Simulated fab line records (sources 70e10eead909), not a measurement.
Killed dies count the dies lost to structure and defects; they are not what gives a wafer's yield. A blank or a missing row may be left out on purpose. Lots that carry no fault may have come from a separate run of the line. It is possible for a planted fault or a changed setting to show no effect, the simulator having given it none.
The tool behind it: which one? -- flow nand-harc -- 13 lots, 38 wafers sampled, at 4 steps of a route of 1302

WHAT THE GAUGES READ, wafer by wafer
NHARC_A_CHANNEL_FILL_D1_INSPECT_13. Usual: raw-defect-count 294, standard deviation 120.
lot,measured,on,raw-defect-count,flag
L407,day 11 08:14,defect-inspect-01,649 461 232,
L408,day 12 04:28,defect-inspect-01,140 120 264,
L410,day 12 12:07,defect-inspect-02,553 407 612,
L409,day 12 12:08,defect-inspect-01,290 249 302,
L411,day 12 19:15,defect-inspect-02,318 402 334,
L413,day 13 08:41,defect-inspect-01,431 288 391,
L414,day 14 10:01,defect-inspect-02,126 147,
L421,day 17 05:32,defect-inspect-01,274 182 178,
L425,day 18 09:40,defect-inspect-02,288 329 404,
L427,day 19 13:44,defect-inspect-01,225 209 248,
L426,day 19 13:45,defect-inspect-01,189 144 173,
L428,day 19 20:53,defect-inspect-02,268 278 266,
L429,day 20 13:05,defect-inspect-01,130 170 76,

NHARC_A_ONON_D2_THK_MEAS_11: measures by ellipsometry. Usual: thk-nm 996 nm, standard deviation 10.
lot,measured,on,thk-nm (nm),flag
L407,day 12 22:38,film-metro-02,993 993 991,
L408,day 13 19:58,film-metro-02,995 995 996,
L410,day 14 02:49,film-metro-01,995 994 995,
L409,day 14 02:52,film-metro-02,983 981 983,
L411,day 14 10:02,film-metro-02,995 996 993,
L413,day 14 20:29,film-metro-02,1010 1011 1011,
L414,day 15 22:23,film-metro-01,1014 1013,
L421,day 18 15:51,film-metro-02,998 997 998,
L425,day 19 19:36,film-metro-02,1006 1005 1003,
L427,day 21 01:16,film-metro-01,986 985 986,
L426,day 21 01:16,film-metro-02,984 985 986,
L428,day 21 07:52,film-metro-02,1011 1013 1010,
L429,day 22 06:35,film-metro-01,1007 1005 1006,

NHARC_A_ONON_D2_THK_MEAS_14: measures by ellipsometry. Usual: thk-nm 1000 nm, standard deviation 8.5.
lot,measured,on,thk-nm (nm),flag
L407,day 12 23:13,film-metro-01,999 1001 1004,
L408,day 13 20:32,film-metro-01,1015 1014 1011,
L410,day 14 03:23,film-metro-02,1001 1000 1002,
L409,day 14 03:26,film-metro-02,1013 1012 1013,
L411,day 14 10:45,film-metro-02,1008 1009 1010,
L413,day 14 21:05,film-metro-01,994 996 993,
L414,day 15 22:57,film-metro-01,1001 634,OFF
L421,day 18 16:25,film-metro-02,1002 1003 1002,
L425,day 19 20:10,film-metro-02,1006 1008 1006,
L427,day 21 01:50,film-metro-02,989 987 987,
L426,day 21 01:50,film-metro-01,1000 1000 997,
L428,day 21 08:26,film-metro-02,1001 1000 1002,
L429,day 22 07:08,film-metro-01,993 993 993,

TOOL THAT RAN EACH LOT (tool first, then ch and the chambers of the sampled wafers, then the start)
lot,NHARC_A_ONON_D2_DEP_12
L407,"pecvd-onon-02 ch 0, day 12 22:41"
L408,"pecvd-onon-04 ch 0, day 13 20:01"
L410,"pecvd-onon-02 ch 0, day 14 02:56"
L409,"pecvd-onon-01 ch 0, day 14 02:56"
L411,"pecvd-onon-02 ch 0, day 14 10:14"
L413,"pecvd-onon-01 ch 0, day 14 20:36"
L414,"pecvd-onon-02 ch 0, day 15 22:30"
L421,"pecvd-onon-04 ch 0, day 18 15:58"
L425,"pecvd-onon-02 ch 0, day 19 19:39"
L427,"pecvd-onon-04 ch 0, day 21 01:20"
L426,"pecvd-onon-02 ch 0, day 21 01:30"
L428,"pecvd-onon-02 ch 0, day 21 07:55"
L429,"pecvd-onon-02 ch 0, day 22 06:38"
- NHARC_A_ONON_D2_DEP_12: target thk 1000 nm.

AS READ BY THE TOOLS THEMSELVES (means over the sampled wafers that have a number; for cases with no such wafer, the mark the record gives instead)
NHARC_A_ONON_D2_DEP_12. Usual: n2o-flow-sccm 2001 sccm, standard deviation 5.6.
lot,tool,n2o-flow-sccm (sccm),flag
L407,pecvd-onon-02,1997,
L408,pecvd-onon-04,2004,
L410,pecvd-onon-02,2000,
L409,pecvd-onon-01,2003,
L411,pecvd-onon-02,1999,
L413,pecvd-onon-01,2004,
L414,pecvd-onon-02,2007,
L421,pecvd-onon-04,2008,
L425,pecvd-onon-02,2003,
L427,pecvd-onon-04,2006,
L426,pecvd-onon-02,2007,
L428,pecvd-onon-02,2005,
L429,pecvd-onon-02,2004,

THE ANSWER, worked out from the rows above alone
Rule: a lot counts as off when the mean over its wafers that have a number is more than 3 standard deviations away from the usual mean. A lot without any number at a reading at which 4 lots or more have one is off too. The other lots that the step has rows for count as sound. First the gauges in route order, then the tools' own readings, where a lot's mean is used as printed above. The first step at which some lot is off is used, and at that step the reading that is off furthest; a lot without a number counts as furthest.
Off at NHARC_A_ONON_D2_THK_MEAS_14 (thk-nm): L414.
A tool fits if, at a process step before that reading, it ran every lot that is off, and no sound lot after the first of them. The gauges at NHARC_A_ONON_D2_THK_MEAS_14 are tried like those tools. Not one of the candidates tried fits.

WHAT WAS PUT IN BY THE SIMULATOR
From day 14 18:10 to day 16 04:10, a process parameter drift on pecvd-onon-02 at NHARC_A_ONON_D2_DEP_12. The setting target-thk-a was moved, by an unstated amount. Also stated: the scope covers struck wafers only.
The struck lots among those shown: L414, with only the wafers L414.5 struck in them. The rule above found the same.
